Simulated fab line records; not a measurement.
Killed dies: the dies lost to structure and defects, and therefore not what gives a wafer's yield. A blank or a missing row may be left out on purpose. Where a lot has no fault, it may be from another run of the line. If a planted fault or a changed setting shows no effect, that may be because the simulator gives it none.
Split-lot trial | flow n5_finfet | 7 lots, 21 wafers read, on a route of 1938 steps

== SPLIT DETAILS ==
At N5_SD_EPI_N_EPI_21 (deposits Si:P, time 690 s), the setting epi_growth_time_s was moved away from the recipe's 690 s on 4 of the 21 wafers read, by -4.3% to +9.6%. For the rest of the wafers, this setting stayed at what the recipe calls for.

There is no step in the file separating the split from the reading.

== THE READING ==
Si-P_of_SD_EPI_N_EPI_21.thk_nm (the simulator's own value, which no gauge read), in nm, at N5_SD_EPI_N_PRECLEAN_24 (cleans in O3/DIW, time 60 s). The file does not state a usual value for it. Across the 17 wafers here that went through the recipe, the average is 58.6 nm and the standard deviation 0.49 nm.

wafer  | tool, chamber at the split | epi_growth_time_s as run, s | against the recipe | Si-P_of_SD_EPI_N_EPI_21.thk_nm, nm | against lot-mates on the recipe
L081.2 | epi_rpcvd-01, 0            | 754.6                       | +9.4%              | 62.6                               | +4.2
L081.4 | epi_rpcvd-01, 0            | 754.6                       | +9.4%              | 62.6                               | +4.2
L081.3 | epi_rpcvd-01, 0            | 690                         | recipe             | 58.4                               | -
L082.1 | epi_rpcvd-02, 0            | 690                         | recipe             | 58                                 | -
L082.4 | epi_rpcvd-02, 0            | 690                         | recipe             | 58.6                               | -
L082.5 | epi_rpcvd-02, 0            | 690                         | recipe             | 58.4                               | -
L083.1 | epi_rpcvd-04, 0            | 690                         | recipe             | 57.8                               | -
L083.4 | epi_rpcvd-04, 0            | 690                         | recipe             | 58.2                               | -
L083.6 | epi_rpcvd-04, 0            | 690                         | recipe             | 58.6                               | -
L089.2 | epi_rpcvd-01, 0            | 756.4                       | +9.6%              | 63                                 | +4.3
L089.3 | epi_rpcvd-01, 0            | 690                         | recipe             | 58.2                               | -
L089.6 | epi_rpcvd-01, 0            | 690                         | recipe             | 59.2                               | -
L092.4 | epi_rpcvd-04, 0            | 690                         | recipe             | 59.4                               | -
L092.5 | epi_rpcvd-04, 0            | 660.5                       | -4.3%              | 57.2                               | -2.1
L092.6 | epi_rpcvd-04, 0            | 690                         | recipe             | 59.2                               | -
L093.1 | epi_rpcvd-01, 0            | 690                         | recipe             | 59.6                               | -
L093.3 | epi_rpcvd-01, 0            | 690                         | recipe             | 58.4                               | -
L093.5 | epi_rpcvd-01, 0            | 690                         | recipe             | 58.2                               | -
L094.2 | epi_rpcvd-02, 0            | 690                         | recipe             | 58.6                               | -
L094.4 | epi_rpcvd-02, 0            | 690                         | recipe             | 58.4                               | -
L094.6 | epi_rpcvd-02, 0            | 690                         | recipe             | 58.4                               | -

FIT RESULTS
A straight line over all 21 wafers: Si-P_of_SD_EPI_N_EPI_21.thk_nm changes by +0.43 nm for each +1% of epi_growth_time_s; r = +0.96; the points scatter about the line by 0.48 nm.
The same after taking each lot's own level away (the mean of its wafers on the recipe; 21 wafers): +0.452 nm for each +1%; r = +0.98; scatter 0.34 nm.
According to that fit, moving epi_growth_time_s by its largest amount changes the reading by 4.3 nm.
The span of the lots' own levels, 58.20 to 59.30 nm, comes to 2.3 times the standard deviation stated above.
Consequently the slope shifts little with the lot-to-lot level, the two slopes agreeing.
Check: for one of the wafers moved furthest among these (+9.6%), held out of the fit, the line's prediction against its lot-mates is +4.35 nm. It came out at +4.3 nm against them.

== OTHER SPLITS ON THESE WAFERS ==
Other splits were also applied to these wafers ahead of the reading. Each is held against what the fit with the lots' levels taken away leaves over:
other split on the same wafers         | wafers away from the commonest value | r with Si-P_of_SD_EPI_N_EPI_21.thk_nm (lot level and that fit taken away)
N5_WELL_APT_COAT_02 spin_rpm           | 4                                    | -0.08
N5_WELL_APT_EXPOSE_05 dose_mj          | 8                                    | -0.21
N5_PMOS_HMC_CHANNEL_EPI_ETCH_32 bias_w | 5                                    | +0.03
N5_FIN_SAQP_ETCH_34 source_w           | 9                                    | -0.04
N5_DUMMY_GATE_PECVD_30 time_s          | 7                                    | +0.14
N5_SD_EPI_N_EXPOSE_06 dose_mj          | 5                                    | -0.10
N5_SD_EPI_N_DESCUM_14 time_s           | 4                                    | +0.01

== THE WHOLE CHAIN: every reading that the file lists as answering this split, in the file's order ==
step                    | what it does                | reading                                                                         | change (the file's fit)               | r (the file's)
N5_SD_EPI_N_EPI_21      | deposits Si:P, time 690 s   | Si-P_of_SD_EPI_N_EPI_21.thk_nm (the simulator's own value, which no gauge read) | +0.461 nm for each +1% of the setting | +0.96
N5_SD_EPI_N_PRECLEAN_24 | cleans in O3/DIW, time 60 s | Si-P_of_SD_EPI_N_EPI_21.thk_nm (the simulator's own value, which no gauge read) | +0.452 nm for each +1% of the setting | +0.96

== FILE'S OWN FIT ==
Si-P_of_SD_EPI_N_EPI_21.thk_nm changes by +0.452 nm for each +1% of epi_growth_time_s, r = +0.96.
